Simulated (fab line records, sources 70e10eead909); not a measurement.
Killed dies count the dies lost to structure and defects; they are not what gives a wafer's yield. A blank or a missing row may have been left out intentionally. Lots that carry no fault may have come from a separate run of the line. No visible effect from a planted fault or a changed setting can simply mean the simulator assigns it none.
fab line records	flow nandHarc
[record] lots = 12	wafers = 33	lastDay = 23
route steps=1159 shown A_STAIRCASE@596 END@1159
lots that met no fault: taken from a fault-free run of the same line
startH: start of the lot's first displayed wafer, in hours after the record's first day	waitH: hours from the lot's prior step to this one	" the same as in the row above	L1.1+2: several wafers, shown together as one row	- no value present, or no start provided	* or withheld: withheld	< > ~ a bound
route shown NAME@n: names a module that has steps shown in the file, with the first one's number in the route	usual: average and standard deviation across the fault-free wafers	same: alike in all rows	chamber/n: place in a boat	sites: each site's reading	_std_site: how widely they spread, as a standard deviation	_edge_site: outer sites' mean less inner sites'	radiusMm: how far each site lies from the wafer's centre	mask NAME#n: copy n	behind: the last tool/chamber to shape the wafer	hold: cause of the lot's hold/its duration in hours/its outcome	device: whichever transistor did not switch (one of n, p or np)	end of line: tests run on the same wafers once the route is complete	a step given without rows: its recipe and nothing more	killed: at the first sort, the dies lost to defects and structure; wafer yield is something else	map: the dies of a wafer, with x for killed, . for not killed, _ for no die there
set.NAME: the run value of the setting; set.NAME@STEP: its run value at that earlier step	model.NAME: the simulator's own value behind a step, which no gauge read
a sample of lots followed through the steps of the route, with each step as a table and each wafer as a row
services: the hour from which a tool's chamber was out of use, counted from the record's first day as startH (under 0 if before that day), plus the number of hours and why
[[steps]]
[step NHARC_A_STAIRCASE_TRIM_202]
[recipe] timeS = 211.2	o2FlowSccm = 500	arFlowSccm = 0	biasW = 0	chemistry = O2
[usual] drypumpMotorCurrentA = 5.7/0.39	o2FlowSccm = 500.1/1.5	oesProductAu = 0.996/0.013	rfVppV = 58.0/0.88	runLengthS = 232.6/0.34	showerheadPlenumPTorr = 3.60/0.14	throttleValvePct = 17.036/0.0085
lot.wafer	tool	chamber	startH	waitH	drypumpMotorCurrentA	o2FlowSccm	oesProductAu	rfHoursCounterH	rfVppV	runLengthS	showerheadPlenumPTorr	throttleValvePct
L790.2	rieDiel-06	3	-	-	4.8	501.7	1.000	54	58.2	233.0	3.69	17.047
L790.4	"	3	"	"	4.8	501.4	1.001	-	56.7	232.2	3.69	17.042
L790.6	"	1	"	"	5.7	499.8	0.994	-	55.9	232.2	3.45	17.045
L792.2	rieDiel-06	0	-	-	5.6	498.3	0.987	0	58.6	232.7	3.61	17.046
L792.1	"	1	"	"	5.6	499.6	0.986	0	57.9	233.0	3.45	17.036
L792.6	"	0	"	"	5.7	501.7	1.004	-	59.1	233.2	3.60	17.041
L795.4	rieDiel-07	1	-	-	5.9	501.9	0.985	11	58.3	233.1	3.57	17.056
L795.1	"	2	"	"	6.3	501.3	0.978	11	58.7	232.4	3.80	17.043
L795.6	"	0	"	"	5.3	500.5	0.988	-	59.2	233.0	3.71	17.036
L793.2	rieDiel-13	1	-	-	6.1	498.8	0.996	60	58.7	232.5	3.53	17.040
L793.4	"	2	"	"	5.3	502.4	0.993	60	56.8	232.1	3.48	17.031
L793.5	"	0	"	"	5.9	500.3	0.999	-	57.0	232.6	3.28	17.034
L794.1	rieDiel-07	3	-	-	5.7	500.4	1.016	13	59.3	232.5	3.60	17.042
L794.6	"	3	"	"	5.7	500.6	1.021	-	58.6	232.9	3.60	17.042
L794.5	"	0	"	"	5.3	498.6	0.994	-	59.1	232.6	3.71	17.027
L799.2	rieDiel-06	0	-	-	5.6	499.8	0.998	16	58.9	232.5	3.60	17.042
L799.6	"	3	"	"	4.8	498.6	0.989	-	57.7	232.8	3.68	17.044
L803.1	rieDiel-13	1	-	-	6.1	499.2	0.989	9	58.0	233.0	3.52	17.025
L803.5	"	1	"	"	6.1	502.0	0.974	-	57.6	233.1	3.52	17.028
L802.2	rieDiel-07	2	-	-	6.3	497.4	0.973	30	59.1	232.4	3.79	17.049
L802.5	"	1	"	"	5.9	498.5	0.989	-	58.0	232.6	3.56	17.034
L801.3	rieDiel-13	3	-	-	5.5	501.3	0.999	12	57.4	232.4	3.29	17.044
L801.2	"	0	"	"	5.9	501.2	0.994	11	59.4	232.7	3.80	17.033
L801.5	"	3	"	"	5.5	499.0	1.005	-	57.7	232.3	3.29	17.025
L807.4	rieDiel-07	3	-	-	5.7	500.1	1.028	37	57.1	232.8	3.59	17.040
L807.2	"	0	"	"	5.3	498.1	1.003	35	59.5	232.6	3.70	17.029
L807.6	"	2	"	"	6.3	497.3	0.993	-	58.9	232.7	3.79	17.039
L808.4	rieDiel-13	0	-	-	5.9	499.8	0.991	23	58.1	232.4	3.79	17.029
L808.2	"	3	"	"	5.5	503.0	0.992	23	57.9	232.4	3.28	17.045
L808.6	"	1	"	"	6.1	498.6	0.986	-	58.5	232.3	3.52	17.031
L810.2	rieDiel-13	2	-	-	5.4	503.3	1.003	19	57.8	232.7	3.47	17.034
L810.6	"	0	"	"	5.9	501.9	0.989	-	58.1	232.6	3.79	17.044
L810.5	"	1	"	"	6.1	500.6	0.981	-	59.0	232.2	3.51	17.032
[step NHARC_A_STAIRCASE_DESCUM_219]
[recipe] timeS = 3	o2FlowSccm = 200	arFlowSccm = 0	biasPowerW = 0	chemistry = O2
[usual] drypumpMotorCurrentA = 5.6/0.39	o2FlowSccm = 200.1/0.58	oesProductAu = 0.995/0.012	rfVppV = 58.0/0.93	showerheadPlenumPTorr = 1.95/0.08	throttleValvePct = 11.312/0.01
lot.wafer	tool	chamber	startH	waitH	drypumpMotorCurrentA	o2FlowSccm	oesProductAu	rfHoursCounterH	rfVppV	showerheadPlenumPTorr	throttleValvePct
L790.2	rieDiel-06	1	231.69	-	5.6	200.4	0.994	62	57.3	1.87	11.313
L790.4	"	3	"	"	4.8	200.6	0.995	-	58.8	2.01	11.305
L790.6	"	1	"	"	5.6	200.4	0.994	-	58.2	1.87	11.323
L792.2	rieDiel-13	0	254.81	-	5.9	200.3	0.985	56	57.0	1.77	11.302
L792.1	"	1	"	"	6.1	200.6	0.999	56	56.7	1.92	11.329
L792.6	"	1	"	"	6.1	201.0	0.994	-	57.9	1.92	11.322
L795.4	rieDiel-13	1	265.94	-	6.2	200.0	1.001	60	58.5	1.92	11.314
L795.1	"	2	"	"	5.3	199.2	0.983	61	57.5	1.88	11.297
L795.6	"	1	"	"	6.2	199.6	1.006	-	59.0	1.92	11.324
L793.2	rieDiel-06	3	266.49	-	4.8	200.6	0.980	4	58.3	2.01	11.314
L793.4	"	2	"	"	5.5	199.9	1.017	2	58.6	2.02	11.300
L793.5	"	3	"	"	4.8	200.1	0.984	-	59.2	2.01	11.311
L794.1	rieDiel-07	0	271.59	-	5.3	200.0	1.001	13	56.5	2.02	11.316
L794.5	"	1	"	"	5.9	200.4	0.990	-	57.5	1.94	11.288
L794.6	"	2	"	"	6.3	200.1	0.986	-	58.6	2.07	11.318
L799.2	rieDiel-06	2	297.49	-	5.5	200.0	1.023	14	57.7	2.01	11.307
L799.6	"	0	"	"	5.7	199.2	1.004	-	58.2	1.95	11.306
L803.1	rieDiel-06	1	314.79	-	5.7	199.3	0.988	21	56.6	1.86	11.313
L803.5	"	2	"	"	5.5	199.6	1.007	-	57.6	2.01	11.300
L802.2	rieDiel-06	0	318.49	-	5.6	199.8	0.997	24	57.0	1.95	11.300
L802.5	"	1	"	"	5.6	200.2	0.975	-	58.0	1.86	11.329
L801.2	rieDiel-13	3	322.99	-	5.5	199.3	0.994	13	57.4	1.78	11.324
L801.3	"	2	"	"	5.4	199.4	0.982	10	57.7	1.88	11.318
L801.5	"	0	"	"	5.9	201.1	0.987	-	57.9	2.07	11.320
L807.4	rieDiel-06	3	335.07	-	4.8	198.8	0.996	30	59.3	2.00	11.309
L807.2	"	1	"	"	5.6	198.6	0.994	29	57.5	1.86	11.325
L807.6	"	3	"	"	4.8	199.4	0.998	-	57.9	2.00	11.322
L808.2	rieDiel-13	2	344.64	-	5.3	199.6	0.994	12	57.1	1.88	11.325
L808.4	"	1	"	"	6.1	199.9	0.986	24	57.4	1.91	11.294
L808.6	"	2	"	"	5.3	201.0	0.978	-	57.8	1.88	11.313
L810.2	rieDiel-07	3	367.42	-	5.7	200.3	1.029	48	59.0	1.94	11.311
L810.6	"	3	"	"	5.7	200.7	1.029	-	57.7	1.94	11.302
L810.5	"	0	"	"	5.3	200.6	0.998	-	57.4	2.01	11.315
[step NHARC_A_STAIRCASE_ETCH_221]
[recipe] targetDepthA = 1000	timeS = 40.5	ionEnergyEv = 400	c4f8FlowSccm = 20	o2FlowSccm = 10	arFlowSccm = withheld	rfW = 600	biasW = 1000	chemistry = C4F8/O2
[usual] oesProductAu = 0.932/0.016	rfVppV = 898/5
lot.wafer	tool	chamber	startH	waitH	oesProductAu	rfHoursCounterH	rfVppV
L790.4	rieDiel-06	3	-	-	0.930	60	899
L790.2	"	0	"	"	0.909	63	898
L790.6	"	2	"	"	0.918	-	901
L792.2	rieDiel-13	1	-	-	0.932	56	896
L792.1	"	2	"	"	0.915	56	895
L792.6	"	1	"	"	0.921	-	897
L795.4	rieDiel-13	3	-	-	0.920	58	886
L795.1	"	0	"	"	0.913	61	886
L795.6	"	1	"	"	0.918	-	896
L793.4	rieDiel-06	1	-	-	0.941	4	892
L793.2	"	2	"	"	0.963	3	902
L793.5	"	1	"	"	0.937	-	893
L794.1	rieDiel-07	0	-	-	0.958	13	903
L794.5	"	0	"	"	0.948	-	903
L794.6	"	1	"	"	0.936	-	897
L799.2	rieDiel-06	3	-	-	0.930	15	901
L799.6	"	2	"	"	0.977	-	902
L803.1	rieDiel-06	2	-	-	0.966	19	903
L803.5	"	0	"	"	0.980	-	900
L802.2	rieDiel-06	2	-	-	0.966	20	902
L802.5	"	0	"	"	0.963	-	898
L801.3	rieDiel-13	0	-	-	0.934	13	904
L801.2	"	1	"	"	0.923	14	897
L801.5	"	3	"	"	0.940	-	888
L807.2	rieDiel-06	0	-	-	0.966	31	899
L807.4	"	3	"	"	0.937	30	902
L807.6	"	1	"	"	0.949	-	894
L808.2	rieDiel-13	2	-	-	0.926	12	894
L808.4	"	0	"	"	0.933	24	905
L808.6	"	2	"	"	0.922	-	894
L810.2	rieDiel-07	3	-	-	0.938	49	899
L810.6	"	3	"	"	0.936	-	898
L810.5	"	0	"	"	0.917	-	902
[step NHARC_A_STAIRCASE_TRIM_235]
[recipe] timeS = 211.2	o2FlowSccm = 500	arFlowSccm = 0	biasW = 0	chemistry = O2
[usual] drypumpMotorCurrentA = 5.6/0.38	o2FlowSccm = 500.1/1.4	oesProductAu = 0.995/0.012	rfVppV = 58.0/0.87	runLengthS = 232.57/0.29	showerheadPlenumPTorr = 3.60/0.14	throttleValvePct = 17.036/0.0091
lot.wafer	tool	chamber	startH	waitH	drypumpMotorCurrentA	o2FlowSccm	oesProductAu	rfHoursCounterH	rfVppV	runLengthS	showerheadPlenumPTorr	throttleValvePct
L790.4	rieDiel-06	2	236.73	-	5.5	500.6	1.004	57	58.8	232.39	3.71	17.026
L790.2	"	0	"	"	5.7	500.2	0.997	63	56.9	232.80	3.61	17.021
L790.6	"	1	"	"	5.6	503.5	0.993	-	57.2	232.42	3.45	17.028
L792.2	rieDiel-13	1	258.10	-	6.2	499.7	0.991	57	57.0	232.40	3.53	17.031
L792.1	"	0	"	"	5.9	498.5	0.978	58	57.9	232.24	3.28	17.039
L792.6	"	1	"	"	6.2	497.6	1.002	-	58.0	232.49	3.53	17.029
L795.4	rieDiel-07	1	267.82	-	5.9	500.3	0.986	11	58.0	232.52	3.57	17.048
L795.1	"	2	"	"	6.3	501.6	0.986	12	59.7	232.35	3.80	17.040
L795.6	"	0	"	"	5.3	500.7	0.987	-	57.0	233.22	3.71	17.047
L793.2	rieDiel-06	2	268.53	-	5.5	499.1	1.011	3	58.9	232.29	3.71	17.038
L793.4	"	3	"	"	4.8	498.9	0.985	5	57.8	232.20	3.69	17.034
L793.5	"	2	"	"	5.5	499.5	1.012	-	59.0	232.76	3.71	17.040
L794.1	rieDiel-06	0	273.41	-	5.6	498.3	0.988	6	57.5	232.49	3.60	17.027
L794.6	"	0	"	"	5.6	500.5	1.003	-	57.7	232.83	3.60	17.052
L794.5	"	1	"	"	5.7	501.8	0.980	-	59.1	232.82	3.44	17.046
L799.2	rieDiel-06	2	299.49	-	5.5	498.2	1.009	15	58.6	161.86	3.70	17.025
L799.6	"	3	"	"	4.8	500.2	0.988	-	60.0	232.57	3.68	17.042
L803.1	rieDiel-06	3	316.76	-	4.8	499.8	0.996	22	57.6	232.26	3.68	17.035
L803.5	"	3	"	"	4.8	500.8	0.989	-	58.2	162.19	3.68	17.025
L802.2	rieDiel-06	2	320.32	-	5.5	500.2	1.017	21	59.1	161.94	3.70	17.030
L802.5	"	1	"	"	5.7	499.5	0.991	-	58.4	161.55	3.43	17.027
L801.3	rieDiel-13	1	324.95	-	6.1	498.0	0.978	15	58.9	232.69	3.52	17.045
L801.2	"	0	"	"	5.9	501.9	0.987	14	59.3	232.72	3.80	17.046
L801.5	"	3	"	"	5.5	499.9	0.980	-	57.6	232.16	3.29	17.035
L807.4	rieDiel-07	1	336.98	-	5.9	500.6	0.983	37	57.7	233.17	3.55	17.035
L807.2	"	2	"	"	6.3	501.1	0.991	39	59.1	232.50	3.79	17.046
L807.6	"	1	"	"	5.9	500.7	0.987	-	58.3	233.24	3.55	17.017
L808.4	rieDiel-13	2	346.64	-	5.4	500.6	0.984	13	56.9	232.08	3.47	17.039
L808.2	"	3	"	"	5.5	498.7	0.996	24	58.6	232.26	3.28	17.033
L808.6	"	3	"	"	5.5	498.4	1.001	-	57.5	232.32	3.28	17.035
L810.2	rieDiel-13	1	369.31	-	6.1	499.5	0.980	33	58.6	232.29	3.51	17.038
L810.6	"	3	"	"	5.5	499.4	0.989	-	56.4	232.59	3.28	17.045
L810.5	"	0	"	"	5.9	500.6	0.987	-	58.0	232.41	3.79	17.038
[step NHARC_END_SORT_01]
[recipe] tempC = 25
[usual] killedAtArray = 25/7.8	killedAtOther = 0.6/0.81	killedAtPeriphery = 3.3/2.2	killedDies = 29/8.2	killedOpen = 3.5/1.9	killedShort = 1.8/1.3
[same] grossDies = 677
lot.wafer	tool	chamber	startH	waitH	killedAtArray	killedAtOther	killedAtPeriphery	killedDies	killedOpen	killedShort
L799.2	prober-02	0	498.82	2.8	92	1	3	96	5	2
L799.6	prober-02	0	502.04	4.0	31	1	3	35	8	1
L803.1	prober-01	0	502.73	2.5	17	1	5	23	8	2
L803.5	prober-01	0	505.96	3.7	53	0	7	60	3	2
L802.2	prober-02	0	506.70	2.8	73	0	2	75	2	2
L802.5	prober-02	0	509.10	3.7	65	0	1	66	5	2
// killed by level:class
L799.2 A_STAIRCASE:areaTrim=66 A_CHANNEL_HOLE_D1:chamberFilmFlake=9 A_CONTACT:chamberFilmFlake=5 A_WL_FILL:chamberFilmFlake=3 A_SLIT:chamberFilmFlake=2 P_CONTACT:geometricParticle:open=1 P_M1:geometricParticle:open=1 A_ONON_D1:geometricParticle:short=1
L799.6 A_CHANNEL_HOLE_D1:chamberFilmFlake=12 A_SLIT:chamberFilmFlake=4 A_CONTACT:geometricParticle:open=3 A_ZERO_WELL:chamberFilmFlake=3 A_CONTACT:chamberFilmFlake=3 A_CHANNEL_FILL_D1:geometricParticle:open=2 A_CHANNEL_FILL_D1:chamberFilmFlake=2 P_CONTACT:geometricParticle:open=1
L803.1 A_CHANNEL_HOLE_D1:chamberFilmFlake=8 A_CONTACT:geometricParticle:open=3 P_ZERO_WELL:chamberFilmFlake=2 P_GATE:chamberFilmFlake=2 P_M0:geometricParticle:open=1 A_CHANNEL_FILL_D1:geometricParticle:open=1 A_CHANNEL_FILL_D1:geometricParticle:short=1 A_WL_FILL:geometricParticle:short=1
L803.5 A_STAIRCASE:areaTrim=35 A_CHANNEL_HOLE_D1:chamberFilmFlake=12 P_ZERO_WELL:chamberFilmFlake=7 A_CHANNEL_FILL_D1:geometricParticle:short=1 A_WL_FILL:geometricParticle:short=1 A_CONTACT:geometricParticle:open=1 A_BLC:geometricParticle:open=1 A_M0:geometricParticle:open=1
L802.2 A_STAIRCASE:areaTrim=54 A_SLIT:chamberFilmFlake=10 A_CONTACT:chamberFilmFlake=5 A_CHANNEL_HOLE_D1:chamberFilmFlake=2 P_CONTACT:geometricParticle:short=1 P_M0:geometricParticle:short=1 A_CHANNEL_HOLE_D1:geometricParticle:open=1 A_SGD_CUT:geometricParticle:open=1
L802.5 A_STAIRCASE:areaTrim=32 A_SLIT:chamberFilmFlake=14 A_CONTACT:chamberFilmFlake=6 A_CHANNEL_HOLE_D1:chamberFilmFlake=3 A_STAIRCASE:chamberFilmFlake=3 A_M0:geometricParticle:open=2 A_M0:geometricParticle:short=2 P_CONTACT:geometricParticle:open=1
[[services]]
tool	chamber	startH	hours	kind
rieDiel-13	3	218.18	5.8	repair
rieDiel-06	0	220.29	-	clean
rieDiel-06	1	220.29	-	clean
rieDiel-06	2	220.29	-	clean
rieDiel-06	3	220.29	-	clean
rieDiel-07	3	222.34	4.9	repair
rieDiel-06	2	225.22	6.5	repair
rieDiel-07	-	228.74	9.0	pm
rieDiel-06	2	239.20	17.2	repair
rieDiel-06	-	241.58	9.0	pm
rieDiel-06	0	241.58	9.0	ventCycle
rieDiel-06	1	241.58	9.0	ventCycle
rieDiel-06	3	241.58	9.0	ventCycle
rieDiel-06	0	250.58	-	clean
rieDiel-06	0	250.58	-	consumableReplace:focusRing
rieDiel-06	1	250.58	-	clean
rieDiel-06	3	250.58	-	clean
rieDiel-13	-	276.13	9.0	pm
rieDiel-13	2	286.64	8.8	repair
rieDiel-06	1	303.21	7.4	repair
rieDiel-07	1	304.31	1.4	repair
rieDiel-06	-	323.32	2.1	repair
rieDiel-07	-	325.65	0.8	repair
rieDiel-06	0	338.06	2.3	repair
[[key]]
[firstSign] step = NHARC_A_STAIRCASE_TRIM_235	reading = runLengthS	direction = down	sigmas = 99+	usual = *	struck = *
[effect] step = NHARC_END_SORT_01	reading = killedAtArray	direction = up	sigmas = 5.8	usual = 25	struck = 71
[moreKillsBornAt] NHARC_A_STAIRCASE_TRIM_235@rieDiel-06 = 187
metAt NHARC_A_STAIRCASE_TRIM_235
struckLots L799,L802,L803
struckWafers L799.2,L802.2,L802.5,L803.5
testerLeftOut L799,L802,L803
notActingAt NHARC_A_STAIRCASE_TRIM_202,NHARC_A_STAIRCASE_DESCUM_219,NHARC_A_STAIRCASE_ETCH_221
onsetBetween 273.41 299.49
[fault] kind = processParameterDrift	tool = rieDiel-06	chamber = -	onsetH = 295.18	steps = NHARC_A_STAIRCASE_TRIM_235	channel = timeS	offset = *	shape = step	endH = 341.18	scope = struckWafersOnly	actsIn = *	stated = *
// testerLeftOut: of these lots the tester's yield and bins aren't shown, on N5 and GAA mostly nor the transistor test; their killed dies are dies lost to structure and defects alone, not to doping, threshold or leakage, so they don't give the yield
